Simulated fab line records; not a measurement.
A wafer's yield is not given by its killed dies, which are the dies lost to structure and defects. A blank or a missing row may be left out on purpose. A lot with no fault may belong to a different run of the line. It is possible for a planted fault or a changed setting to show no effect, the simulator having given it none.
Chamber matching | flow n5Finfet | rieDiel-05 running N5_PASSIVATION_STRIP_14: 4 sister chambers
The step strips in O2. 27 wafers are shown with their chamber, then 12 later ones without.

WAFERS PAIRED WITH THEIR CHAMBERS
wafer  | chamber | drypumpMotorCurrentA (A) | throttleValvePct (%) | showerheadPlenumPTorr (Torr)
L076.1 | 3       | 5.2                      | 16.52                | 2.12
L076.2 | 0       | 5.5                      | 16.68                | 2.20
L076.3 | 1       | 6.4                      | 16.54                | 2.15
L076.4 | 2       | 5.1                      | 16.89                | 2.15
L076.5 | 3       | 5.2                      | 16.54                | 2.12
L076.6 | 2       | 5.1                      | 16.91                | 2.15
L078.4 | 3       | 5.3                      | 16.54                | 2.12
L078.5 | 1       | 6.4                      | 16.53                | 2.15
L078.6 | 2       | 5.1                      | 16.90                | 2.15
L079.4 | 3       | 5.3                      | 16.54                | 2.12
L079.5 | 0       | 5.5                      | 16.66                | 2.20
L079.6 | 1       | 6.4                      | 16.55                | 2.15
L080.2 | 1       | 6.3                      | 16.57                | 2.15
L080.3 | 3       | 5.3                      | 16.53                | 2.12
L080.6 | 2       | 5.2                      | 16.91                | 2.14
L081.2 | 2       | 5.1                      | 16.89                | 2.14
L081.3 | 0       | 5.5                      | 16.68                | 2.20
L081.5 | 2       | 5.1                      | 16.91                | 2.14
L082.2 | 2       | 5.1                      | 16.92                | 2.14
L082.3 | 3       | 5.2                      | 16.57                | 2.11
L082.4 | 0       | 5.5                      | 16.66                | 2.20
L084.1 | 1       | 6.4                      | 16.59                | 2.14
L084.2 | 2       | 5.1                      | 16.94                | 2.14
L084.3 | 3       | 5.2                      | 16.56                | 2.11
L087.1 | 0       | 5.5                      | 16.67                | 2.19
L087.2 | 3       | 5.2                      | 16.58                | 2.11
L087.3 | 1       | 6.3                      | 16.58                | 2.14

SIGNATURES (averages over the wafers above)
reading               | chamber 0 | chamber 1 | chamber 2 | chamber 3 | scatter within a chamber
drypumpMotorCurrentA  | 5.500     | 6.367     | 5.112     | 5.237     | 0.0421
throttleValvePct      | 16.6700   | 16.5600   | 16.9088   | 16.5475   | 0.0187
showerheadPlenumPTorr | 2.1980    | 2.1467    | 2.1437    | 2.1162    | 0.00506
Rule: a wafer's distance from a chamber is the root of the sum, over the readings, of the square of ((its reading less the chamber's mean) divided by the reading's scatter). The wafer belongs to the nearest chamber; if the next one is less than 2 further off, it can't be placed. The scatter: the root of (the sum of the squares of (reading less its chamber's mean) over the shown wafers, divided by (wafers less chambers)).

WAFERS WITH NO CHAMBER GIVEN
wafer  | drypumpMotorCurrentA (A) | throttleValvePct (%) | showerheadPlenumPTorr (Torr)
L088.2 | 5.5                      | 16.73                | 2.19
L088.3 | 6.3                      | 16.59                | 2.14
L088.6 | 5.5                      | 16.68                | 2.19
L089.1 | 6.4                      | 16.61                | 2.14
L089.2 | 5.5                      | 16.70                | 2.19
L089.5 | 6.4                      | 16.58                | 2.14
L094.1 | 5.1                      | 16.45                | 2.14
L094.4 | 5.2                      | 16.57                | 2.10
L094.5 | 5.5                      | 16.73                | 2.19
L092.3 | 6.4                      | 16.63                | 2.14
L092.4 | 5.1                      | 16.45                | 2.14
L092.5 | 5.5                      | 16.69                | 2.19

WHICH CHAMBER EACH ONE RAN IN
wafer  | from the rows above | in truth
L088.2 | 0                   | 0
L088.3 | 1                   | 1
L088.6 | 0                   | 0
L089.1 | 1                   | 1
L089.2 | 0                   | 0
L089.5 | 1                   | 1
L094.1 | 3                   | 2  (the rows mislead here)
L094.4 | 3                   | 3
L094.5 | 0                   | 0
L092.3 | 1                   | 1
L092.4 | 3                   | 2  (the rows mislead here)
L092.5 | 0                   | 0
Correctly placed: 10 of 12. From these rows, 0 cannot be placed. 2 placed wrongly.
